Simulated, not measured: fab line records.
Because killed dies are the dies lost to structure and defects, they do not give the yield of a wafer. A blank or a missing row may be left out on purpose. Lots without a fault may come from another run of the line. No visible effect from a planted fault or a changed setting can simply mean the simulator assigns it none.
Lot-split experiment :: flow n5_finfet :: 39 wafers read across 7 lots, on a route 1938 steps long

== ON THE SPLIT ==
At N5_HKMG_FIN_ETCH_35 (etches SOC in N2/H2, target depth 215.8 nm, time 243.4 s), the setting target_depth_a was moved away from the recipe's 2158 angstrom on 12 of the 39 wafers read, by -6.8% to +8.7%. The other wafers ran this setting at the recipe's value.

The reading comes from the split's own step.

== THE READING ==
etch.depth_nm (the simulator's own value, which no gauge read), in nm, at N5_HKMG_FIN_ETCH_35 (etches SOC in N2/H2, target depth 215.8 nm, time 243.4 s). The file gives no usual value for it. Average 216.3 nm, standard deviation 2.5 nm, over the 27 wafers here run with the recipe.

wafer: L075.1
tool, chamber at the split: rie_diel-06, 3
target_depth_a as run, angstrom: 2043
against the recipe: -5.3%
etch.depth_nm, nm: 204.6
against lot-mates on the recipe: -8.1

wafer: L075.2
tool, chamber at the split: rie_diel-06, 2
target_depth_a as run, angstrom: 2158
against the recipe: recipe
etch.depth_nm, nm: 213.2
against lot-mates on the recipe: -

wafer: L075.3
tool, chamber at the split: rie_diel-06, 1
target_depth_a as run, angstrom: 2158
against the recipe: recipe
etch.depth_nm, nm: 212.8
against lot-mates on the recipe: -

wafer: L075.4
tool, chamber at the split: rie_diel-06, 0
target_depth_a as run, angstrom: 2158
against the recipe: recipe
etch.depth_nm, nm: 212
against lot-mates on the recipe: -

wafer: L075.5
tool, chamber at the split: rie_diel-06, 3
target_depth_a as run, angstrom: 2043
against the recipe: -5.3%
etch.depth_nm, nm: 204.1
against lot-mates on the recipe: -8.6

wafer: L075.6
tool, chamber at the split: rie_diel-06, 0
target_depth_a as run, angstrom: 2043
against the recipe: -5.3%
etch.depth_nm, nm: 199.9
against lot-mates on the recipe: -12.8

wafer: L078.4
tool, chamber at the split: rie_diel-05, 3
target_depth_a as run, angstrom: 2158
against the recipe: recipe
etch.depth_nm, nm: 218
against lot-mates on the recipe: -

wafer: L078.5
tool, chamber at the split: rie_diel-05, 3
target_depth_a as run, angstrom: 2158
against the recipe: recipe
etch.depth_nm, nm: 217.7
against lot-mates on the recipe: -

wafer: L078.6
tool, chamber at the split: rie_diel-05, 2
target_depth_a as run, angstrom: 2158
against the recipe: recipe
etch.depth_nm, nm: 218.5
against lot-mates on the recipe: -

wafer: L079.1
tool, chamber at the split: rie_diel-02, 0
target_depth_a as run, angstrom: 2346
against the recipe: +8.7%
etch.depth_nm, nm: 227.2
against lot-mates on the recipe: +11.5

wafer: L079.2
tool, chamber at the split: rie_diel-02, 2
target_depth_a as run, angstrom: 2158
against the recipe: recipe
etch.depth_nm, nm: 214.6
against lot-mates on the recipe: -

wafer: L079.3
tool, chamber at the split: rie_diel-02, 1
target_depth_a as run, angstrom: 2158
against the recipe: recipe
etch.depth_nm, nm: 214.9
against lot-mates on the recipe: -

wafer: L079.4
tool, chamber at the split: rie_diel-02, 3
target_depth_a as run, angstrom: 2158
against the recipe: recipe
etch.depth_nm, nm: 217.7
against lot-mates on the recipe: -

wafer: L079.5
tool, chamber at the split: rie_diel-02, 3
target_depth_a as run, angstrom: 2346
against the recipe: +8.7%
etch.depth_nm, nm: 235.3
against lot-mates on the recipe: +19.6

wafer: L079.6
tool, chamber at the split: rie_diel-02, 0
target_depth_a as run, angstrom: 2346
against the recipe: +8.7%
etch.depth_nm, nm: 226.9
against lot-mates on the recipe: +11.2

wafer: L086.1
tool, chamber at the split: rie_diel-06, 2
target_depth_a as run, angstrom: 2158
against the recipe: recipe
etch.depth_nm, nm: 218.9
against lot-mates on the recipe: -

wafer: L086.2
tool, chamber at the split: rie_diel-06, 1
target_depth_a as run, angstrom: 2158
against the recipe: recipe
etch.depth_nm, nm: 214.1
against lot-mates on the recipe: -

wafer: L086.3
tool, chamber at the split: rie_diel-06, 0
target_depth_a as run, angstrom: 2158
against the recipe: recipe
etch.depth_nm, nm: 219
against lot-mates on the recipe: -

wafer: L086.4
tool, chamber at the split: rie_diel-06, 0
target_depth_a as run, angstrom: 2158
against the recipe: recipe
etch.depth_nm, nm: 220.2
against lot-mates on the recipe: -

wafer: L086.5
tool, chamber at the split: rie_diel-06, 2
target_depth_a as run, angstrom: 2158
against the recipe: recipe
etch.depth_nm, nm: 218.6
against lot-mates on the recipe: -

wafer: L086.6
tool, chamber at the split: rie_diel-06, 1
target_depth_a as run, angstrom: 2158
against the recipe: recipe
etch.depth_nm, nm: 215.8
against lot-mates on the recipe: -

wafer: L089.1
tool, chamber at the split: rie_diel-05, 3
target_depth_a as run, angstrom: 2158
against the recipe: recipe
etch.depth_nm, nm: 218.3
against lot-mates on the recipe: -

wafer: L089.2
tool, chamber at the split: rie_diel-05, 1
target_depth_a as run, angstrom: 2275
against the recipe: +5.4%
etch.depth_nm, nm: 230
against lot-mates on the recipe: +11.5

wafer: L089.3
tool, chamber at the split: rie_diel-05, 1
target_depth_a as run, angstrom: 2275
against the recipe: +5.4%
etch.depth_nm, nm: 229.9
against lot-mates on the recipe: +11.4

wafer: L089.4
tool, chamber at the split: rie_diel-05, 3
target_depth_a as run, angstrom: 2158
against the recipe: recipe
etch.depth_nm, nm: 218.5
against lot-mates on the recipe: -

wafer: L089.5
tool, chamber at the split: rie_diel-05, 3
target_depth_a as run, angstrom: 2275
against the recipe: +5.4%
etch.depth_nm, nm: 228.7
against lot-mates on the recipe: +10.2

wafer: L089.6
tool, chamber at the split: rie_diel-05, 1
target_depth_a as run, angstrom: 2158
against the recipe: recipe
etch.depth_nm, nm: 218.6
against lot-mates on the recipe: -

wafer: L093.1
tool, chamber at the split: rie_diel-02, 2
target_depth_a as run, angstrom: 2158
against the recipe: recipe
etch.depth_nm, nm: 214.9
against lot-mates on the recipe: -

wafer: L093.2
tool, chamber at the split: rie_diel-02, 3
target_depth_a as run, angstrom: 2158
against the recipe: recipe
etch.depth_nm, nm: 216.7
against lot-mates on the recipe: -

wafer: L093.3
tool, chamber at the split: rie_diel-02, 0
target_depth_a as run, angstrom: 2011
against the recipe: -6.8%
etch.depth_nm, nm: 192.6
against lot-mates on the recipe: -21.1

wafer: L093.4
tool, chamber at the split: rie_diel-02, 0
target_depth_a as run, angstrom: 2158
against the recipe: recipe
etch.depth_nm, nm: 209.6
against lot-mates on the recipe: -

wafer: L093.5
tool, chamber at the split: rie_diel-02, 2
target_depth_a as run, angstrom: 2011
against the recipe: -6.8%
etch.depth_nm, nm: 199.6
against lot-mates on the recipe: -14.1

wafer: L093.6
tool, chamber at the split: rie_diel-02, 3
target_depth_a as run, angstrom: 2011
against the recipe: -6.8%
etch.depth_nm, nm: 201.9
against lot-mates on the recipe: -11.8

wafer: L096.1
tool, chamber at the split: rie_diel-05, 1
target_depth_a as run, angstrom: 2158
against the recipe: recipe
etch.depth_nm, nm: 215.2
against lot-mates on the recipe: -

wafer: L096.2
tool, chamber at the split: rie_diel-05, 2
target_depth_a as run, angstrom: 2158
against the recipe: recipe
etch.depth_nm, nm: 218.4
against lot-mates on the recipe: -

wafer: L096.3
tool, chamber at the split: rie_diel-05, 3
target_depth_a as run, angstrom: 2158
against the recipe: recipe
etch.depth_nm, nm: 215.6
against lot-mates on the recipe: -

wafer: L096.4
tool, chamber at the split: rie_diel-05, 0
target_depth_a as run, angstrom: 2158
against the recipe: recipe
etch.depth_nm, nm: 215.7
against lot-mates on the recipe: -

wafer: L096.5
tool, chamber at the split: rie_diel-05, 0
target_depth_a as run, angstrom: 2158
against the recipe: recipe
etch.depth_nm, nm: 216.8
against lot-mates on the recipe: -

wafer: L096.6
tool, chamber at the split: rie_diel-05, 1
target_depth_a as run, angstrom: 2158
against the recipe: recipe
etch.depth_nm, nm: 216.4
against lot-mates on the recipe: -

FIT RESULTS
A straight line over all 39 wafers: etch.depth_nm changes by +2.15 nm for each +1% of target_depth_a; r = +0.93; the points scatter about the line by 3.3 nm.
The same after taking each lot's own level away (the mean of its wafers on the recipe; 39 wafers): +1.9 nm for each +1%; r = +0.95; scatter 2.4 nm.
Per that fit: largest target_depth_a move, reading shift of 17 nm.
Measured against the standard deviation above, the lots' own levels, which go from 212.67 to 218.47 nm, span 2.4 times it.
Hence the slope depends on the lot-to-lot level, as the two fits are not the same.
Check: for one of the wafers moved furthest among these (+8.7%), held out of the fit, the line's prediction against its lot-mates is +17.2 nm. It came out at +11.5 nm against them.

== THESE WAFERS: OTHER SPLITS ==
These wafers also went through other splits before the reading. Each is held against what the fit with the lots' levels taken away leaves over:
other split on the same wafers: N5_DUMMY_GATE_EXPOSE_12 dose_mj
wafers away from the commonest value: 15
r with etch.depth_nm (lot level and that fit taken away): +0.01

other split on the same wafers: N5_DUMMY_GATE_ETCH_37 source_w
wafers away from the commonest value: 12
r with etch.depth_nm (lot level and that fit taken away): -0.01

other split on the same wafers: N5_DUMMY_GATE_ETCH_42 bias_w
wafers away from the commonest value: 15
r with etch.depth_nm (lot level and that fit taken away): +0.07

== THE WHOLE CHAIN: every reading that the file lists as answering this split, in the file's order ==
step: N5_HKMG_FIN_ETCH_35
what it does: etches SOC in N2/H2, target depth 215.8 nm, time 243.4 s
reading: SOC_of_HKMG_FIN_COAT_29.thk_nm (the simulator's own value, which no gauge read)
change (the file's fit): -1.94 nm for each +1% of the setting
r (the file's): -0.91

step: N5_HKMG_FIN_ETCH_35
what it does: etches SOC in N2/H2, target depth 215.8 nm, time 243.4 s
reading: HKMG_FIN.feature_depth_nm (the simulator's own value, which no gauge read)
change (the file's fit): +1.89 nm for each +1% of the setting
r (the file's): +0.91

step: N5_HKMG_FIN_ETCH_35
what it does: etches SOC in N2/H2, target depth 215.8 nm, time 243.4 s
reading: etch.depth_nm (the simulator's own value, which no gauge read)
change (the file's fit): +1.9 nm for each +1% of the setting
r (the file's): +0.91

== FILE'S OWN FIT ==
etch.depth_nm changes by +1.9 nm for each +1% of target_depth_a, r = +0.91.
